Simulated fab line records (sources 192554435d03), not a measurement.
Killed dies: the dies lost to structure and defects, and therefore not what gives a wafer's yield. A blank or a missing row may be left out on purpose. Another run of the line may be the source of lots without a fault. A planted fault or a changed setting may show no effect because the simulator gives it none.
Struck lot and sound lot, side by side / flow n5-finfet / 14 steps out of a route of 1938
Sound: these wafers, L667.3, L667.5, L667.6. Struck: wafer L680.1. (L680.5, L680.6 of the same lot were not struck and are left out.) The cause comes at the end.
Per side, at each step with rows, come the tool, then ch with its chambers, and then its first start. Under that, the readings that differ: sound wafers / struck wafers / difference of the means / sigmas: that difference in standard deviations of wafers without a fault.
alike: same words and numbers on both sides, and readings whose means sit less than 2 such deviations apart. not compared: any withheld reading, any reading some wafer has no value for, any bound like >300 that may hide the same value, and any number with overlapping values for which the record gives no deviation.
A row with sigmas, a row that says differs or no value, or rows on one side alone: a step with any of these is where the two part. When numbers do not overlap yet have no deviation, they are printed without sigmas and do not part them. A reading missing from all wafers of one side parts the sides only when that side holds two or more wafers.

N5_BEOL_M13_ETCH_67: etches SiARC in CF4, target depth 143 nm, time 238.3 s.
  sound on rie-diel-03 ch 1,2, day 11 21:10; struck on rie-diel-02 ch 0, day 15 09:15
  alike: drypump-motor-current-A, etch-rf-on-time-s, oes-product-au, rf-vpp-V, showerhead-plenum-p-Torr, throttle-valve-pct
  not compared: rf-hours-counter-h
then, 2 steps without rows for these wafers: N5_BEOL_M13_ETCH_68 (etches SOC in N2/H2, time 355 s); N5_BEOL_M13_STRIP_69 (strips in N2/H2).
N5_BEOL_M13_TRENCH_ETCH_34: etches SiOC in C4F8/O2/Ar, target depth 413.47 nm, time 162.6 s.
  sound on rie-diel-03 ch 1,2, day 11 21:32; struck on rie-diel-02 ch 0, day 15 09:37
  alike: drypump-motor-current-A, oes-product-au, rf-vpp-V, showerhead-plenum-p-Torr, throttle-valve-pct
  not compared: rf-hours-counter-h
then, 1 step without rows for these wafers: N5_BEOL_M13_STRIP_70 (strips in C4F8/O2/Ar).
N5_BEOL_M13_OCD_MEAS_35:
  sound on ocd-02 at day 11 21:43; struck on ocd-01 at day 15 09:47
  alike: trench-depth-nm
N5_BEOL_M13_STRIP_37: strips in N2/H2.
  sound on plasma-asher-02 ch 0,1, day 11 21:46; struck on plasma-asher-02 ch 0, day 15 09:50
reading=rf-hours-counter-h (h); sound=- - -; struck=96; difference=no value on the sound wafers; sigmas=
  alike: drypump-motor-current-A, heater-power-w, oes-product-au, temp-c
then, 4 steps without rows for these wafers: N5_BEOL_M13_ETCH_38 (etches SiCN in CF4/N2, target depth 67.5 nm, time 71.9 s); N5_BEOL_M13_PRECLEAN_39 (cleans in residue remover, time 60 s); N5_BEOL_M13_SRD_40 (time 30 s, dry time 30 s); N5_BEOL_M13_DEGAS_41 (time 60 s).
N5_BEOL_M13_PRE_CLEAN_42: time 30 s.
  sound on pvd-sputter-03 at day 11 22:16; struck on pvd-sputter-03 at day 15 15:25
  alike: heater-power-w
N5_BEOL_M13_SPUTTER_43: material TaN, target thk 15 nm, time 24.19 s.
  sound on pvd-sputter-03 at day 11 22:19; struck on pvd-sputter-03 at day 15 15:27
reading=model.TaN_of_BEOL_M13_SPUTTER_43.thk-nm (nm); sound=15 15.2 15; struck=15.8; difference=+0.7; sigmas=
  alike: substrate-temp-c, throttle-valve-pct
N5_BEOL_M13_SPUTTER_44: material Ta, target thk 10 nm, time 16.13 s.
  sound on pvd-sputter-03 at day 11 22:23; struck on pvd-sputter-03 at day 15 15:32
  alike: substrate-temp-c, throttle-valve-pct

## WHERE THEY PART
Within this record, at N5_BEOL_M13_STRIP_37 only. Later steps at which nothing parts them and some readings are alike: N5_BEOL_M13_PRE_CLEAN_42, N5_BEOL_M13_SPUTTER_43, N5_BEOL_M13_SPUTTER_44.

WHY: what had been put in by the simulator
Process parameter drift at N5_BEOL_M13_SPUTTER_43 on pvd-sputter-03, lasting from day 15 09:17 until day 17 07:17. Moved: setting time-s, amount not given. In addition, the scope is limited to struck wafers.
